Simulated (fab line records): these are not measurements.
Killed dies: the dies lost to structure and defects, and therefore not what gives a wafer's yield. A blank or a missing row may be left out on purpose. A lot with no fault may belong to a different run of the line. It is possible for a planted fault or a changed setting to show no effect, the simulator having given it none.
Chamber matching ; flow n5-finfet ; rie-diel-01 running N5_MOL_CONTACT_COAG_STRIP_72: 4 sister chambers
The step strips in N2/H2. 18 wafers are shown with their chamber, then 9 later ones without.

WAFERS WITH THEIR CHAMBER
wafer;chamber;drypump-motor-current-A (A);throttle-valve-pct (%);showerhead-plenum-p-Torr (Torr)
L080.1;1;5.5;23.91;2.51
L080.3;0;5.2;23.95;2.49
L080.4;0;5.2;23.97;2.49
L081.1;0;5.2;23.96;2.49
L081.2;1;5.5;23.96;2.51
L081.5;2;5.7;23.27;2.48
L084.1;2;5.7;23.27;2.48
L084.3;3;6.4;23.36;2.50
L084.4;3;6.4;23.34;2.50
L085.3;2;5.7;23.28;2.47
L085.4;3;6.4;23.33;2.49
L085.6;2;5.7;23.23;2.47
L087.3;2;5.8;23.27;2.47
L087.5;1;5.6;23.93;2.50
L087.6;2;5.8;23.27;2.47
L088.1;1;5.5;24.00;2.50
L088.3;0;5.2;23.56;2.49
L088.5;3;6.4;23.37;2.49

SIGNATURES, as means of the wafers listed above
reading;chamber 0;chamber 1;chamber 2;chamber 3;scatter within a chamber
drypump-motor-current-A;5.200;5.525;5.733;6.400;0.0386
throttle-valve-pct;23.8600;23.9500;23.2650;23.3500;0.0954
showerhead-plenum-p-Torr;2.4900;2.5050;2.4733;2.4950;0.00488
Rule: a wafer's distance from a chamber is the root of the sum, over the readings, of the square of ((its reading less the chamber's mean) divided by the reading's scatter). If the next closest chamber is less than 2 further off than the closest, the wafer can't be placed; otherwise it belongs to the closest. The scatter: take each reading less its chamber's mean, square it, sum over the shown wafers, divide by the number of wafers less the number of chambers, and take the root.

WAFERS WITHOUT THEIR CHAMBER
wafer;drypump-motor-current-A (A);throttle-valve-pct (%);showerhead-plenum-p-Torr (Torr)
L093.1;5.5;23.99;2.50
L093.3;5.1;23.52;2.48
L093.6;5.5;23.99;2.50
L094.1;6.4;23.41;2.49
L094.3;5.7;23.32;2.47
L094.4;5.2;23.52;2.48
L097.2;6.4;23.38;2.48
L097.5;5.2;23.54;2.48
L097.6;6.4;23.36;2.48

EACH ONE'S CHAMBER
wafer;from the rows above;in truth
L093.1;1;1
L093.3;0;0
L093.6;1;1
L094.1;3;3
L094.3;2;2
L094.4;0;0
L097.2;3;3
L097.5;0;0
L097.6;3;3
Placed correctly: 9 of 9. Not placeable from these rows: 0. 0 placed wrongly.
